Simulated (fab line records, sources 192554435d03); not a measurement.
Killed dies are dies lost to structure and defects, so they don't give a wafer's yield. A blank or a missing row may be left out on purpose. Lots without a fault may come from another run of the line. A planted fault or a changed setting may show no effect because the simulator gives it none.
Chamber matching | flow n5_finfet | N5_HKMG_FIN_ALD_79 on ald_metal-03: 4 sister chambers
The step deposits TiN, target thk 1.5 nm, pulse time 1 s, purge time 3 s. 8 wafers are shown with their chamber, then 8 later ones without.

WAFERS WITH THEIR CHAMBER
wafer  | chamber | heater_power_w (W) | precursor_pulse_height_rel
L078.5 | 0       | 857                | 1.030
L078.6 | 1       | 936                | 0.997
L079.1 | 1       | 938                | 1.024
L079.6 | 0       | 840                | 0.989
L080.2 | 3       | 713                | 0.997
L080.4 | 2       | 842                | 0.992
L080.5 | 3       | 692                | 0.964
L082.1 | 2       | 815                | 1.010

WAFERS WITHOUT THEIR CHAMBER
wafer  | heater_power_w (W) | precursor_pulse_height_rel
L082.3 | 861                | 1.005
L082.6 | 837                | 0.987
L091.2 | 719                | 0.992
L091.4 | 831                | 0.974
L091.5 | 849                | 1.021
L097.2 | 834                | 0.992
L097.3 | 846                | 0.965
L097.6 | 815                | 0.993

WHICH CHAMBER EACH WENT THROUGH
wafer  | from the rows above     | in truth
L082.3 | can't be placed: 0 or 2 | 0
L082.6 | can't be placed: 2 or 0 | 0
L091.2 | 3                       | 3
L091.4 | can't be placed: 2 or 0 | 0
L091.5 | can't be placed: 0 or 2 | 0
L097.2 | can't be placed: 2 or 0 | 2
L097.3 | can't be placed: 0 or 2 | 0
L097.6 | can't be placed: 2 or 0 | 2
Placed correctly: 1 of 8. Can't be placed from these rows: 7 (the true chamber is among the candidates in 7). Placed wrongly: 0.
How it was worked out, from the rows above alone: a wafer's distance from a chamber is the root of the sum, over the readings, of the square of ((its reading less the chamber's mean) divided by the reading's scatter). The wafer belongs to the nearest chamber; if the next one is less than 2 further off, it can't be placed. A chamber's mean is the mean of its shown wafers. The scatter: the root of (the sum of the squares of (reading less its chamber's mean) over the shown wafers, divided by (wafers less chambers)).
